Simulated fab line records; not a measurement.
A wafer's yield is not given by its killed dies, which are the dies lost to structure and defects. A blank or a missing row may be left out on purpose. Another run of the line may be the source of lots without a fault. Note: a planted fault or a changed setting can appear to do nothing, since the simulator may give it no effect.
A struck lot beside a sound one -- flow n5Finfet -- 14 steps out of a route of 1938
Sound: the wafers L268.2, L268.3, L268.4. Struck: wafer L277.3 (left out: L277.2, L277.6 of the same lot, which were not struck); the cause appears at the end.
For every step that has rows: the tool of each side, followed by ch and its chambers, followed by its first start. Under that, the readings that differ: sound wafers -- struck wafers -- difference of the means -- sigmas: that difference in standard deviations of wafers without a fault.
alike: readings whose means differ by less than 2 such deviations, and words and numbers that are the same on both sides. not compared: withheld readings, readings that some wafer has no value for, bounds like >300 that may hide the same value, and numbers for which the record gives no deviation and whose values overlap.
The two part at a step that has a row with sigmas, a row that says differs or no value, or rows on one side only. When numbers do not overlap yet have no deviation, they are printed without sigmas and do not part them. A reading missing from all wafers of one side parts the sides only when that side holds two or more wafers.

N5_BEOL_M7_OVL_MEAS_29:
  sound on overlay-02 ch 0, day 9 23:34; struck on overlay-01 ch 0, day 12 20:53
  alike: V6_OVL
N5_BEOL_M7_INSPECT_30: inspects for defects (brightfield).
  sound: defectInspect-01 at day 9 23:37; struck: defectInspect-01 at day 12 20:56
  alike: rawDefectCount
then, 3 steps without rows for these wafers: N5_BEOL_M7_DESCUM_33 (chemistry O2, time 7 s); N5_BEOL_M7_ETCH_72 (etches underlayer in N2/H2, target depth 6.5 nm, time 5.2 s); N5_BEOL_M7_ETCH_65 (etches SiARC in CF4, target depth 15.6 nm, time 26 s).
N5_BEOL_M7_ETCH_66: etches SOC in N2/H2, target depth 80 nm, overetch 16 nm, time 120 s.
  sound on rieDiel-05 ch 0,2,3, day 9 23:44; struck on rieDiel-02 ch 3, day 12 21:03
  alike: biasW, drypumpMotorCurrentA, oesProductAu, rfVppV, showerheadPlenumPTorr, throttleValvePct
  not compared: rfHoursCounterH
then, 2 steps without rows for these wafers: N5_BEOL_M7_STRIP_69 (strips in N2/H2); N5_BEOL_M7_STRIP_73 (strips in N2/H2).
N5_BEOL_M7_VIA_ETCH_34: etches SiCOH lowk in C4F6/O2, target depth 125.5 nm, time 50.5 s.
  sound on rieDiel-05 ch 0,2,3, day 9 23:50; struck on rieDiel-02 ch 3, day 12 21:09
  alike: biasW, drypumpMotorCurrentA, oesProductAu, rfVppV, showerheadPlenumPTorr, throttleValvePct
  not compared: rfHoursCounterH
then, 1 step without rows for these wafers: N5_BEOL_M7_STRIP_76 (strips in C4F6/O2).
N5_BEOL_M7_STRIP_36: strips in N2/H2.
  sound on rieDiel-05 ch 0,2,3, day 9 23:53; struck on rieDiel-02 ch 3, day 12 21:12
  alike: drypumpMotorCurrentA, oesProductAu, rfVppV, showerheadPlenumPTorr, throttleValvePct
  not compared: rfHoursCounterH
N5_BEOL_M7_TRENCH_ETCH_37: etches SiCOH lowk in C4F6/O2, target depth 93.478 nm, time 31.2 s.
  sound on rieDiel-05 ch 0,2,3; struck on rieDiel-02 ch 3
  alike: biasW, drypumpMotorCurrentA, oesProductAu, rfVppV, showerheadPlenumPTorr, throttleValvePct
  not compared: rfHoursCounterH
N5_BEOL_M7_ETCH_41: etches SiCN in CH3F/O2, target depth 31.9 nm, time 57.8 s.
  sound on rieDiel-05 ch 0,2,3, day 9 23:58; struck on rieDiel-02 ch 3, day 12 21:16
reading,sound,struck,difference,sigmas
biasW (W),74.89 74.90 74.90,94.89,+19.99,+91
rfVppV (V),294.8 297.0 297.4,344.2,+47.8,+34
model.etch.depthNm (nm),21.92 22.12 21.39,23.97,+2.16,
  alike: drypumpMotorCurrentA, oesProductAu, showerheadPlenumPTorr, throttleValvePct
  not compared: rfHoursCounterH
N5_BEOL_M7_STRIP_80: strips in N2/H2, time 10 s.
  sound on rieDiel-05 ch 0,2,3; struck on rieDiel-02 ch 3
  alike: drypumpMotorCurrentA, oesProductAu, rfVppV, showerheadPlenumPTorr, throttleValvePct
  not compared: rfHoursCounterH

WHERE THEY PART
At N5_BEOL_M7_ETCH_41 and nowhere else, as far as this record goes. Later steps at which nothing parts them and some readings are alike: N5_BEOL_M7_STRIP_80.

WHY: whatever the simulator had introduced
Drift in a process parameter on rieDiel-02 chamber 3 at N5_BEOL_M7_ETCH_41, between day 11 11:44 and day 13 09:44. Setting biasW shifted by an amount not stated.
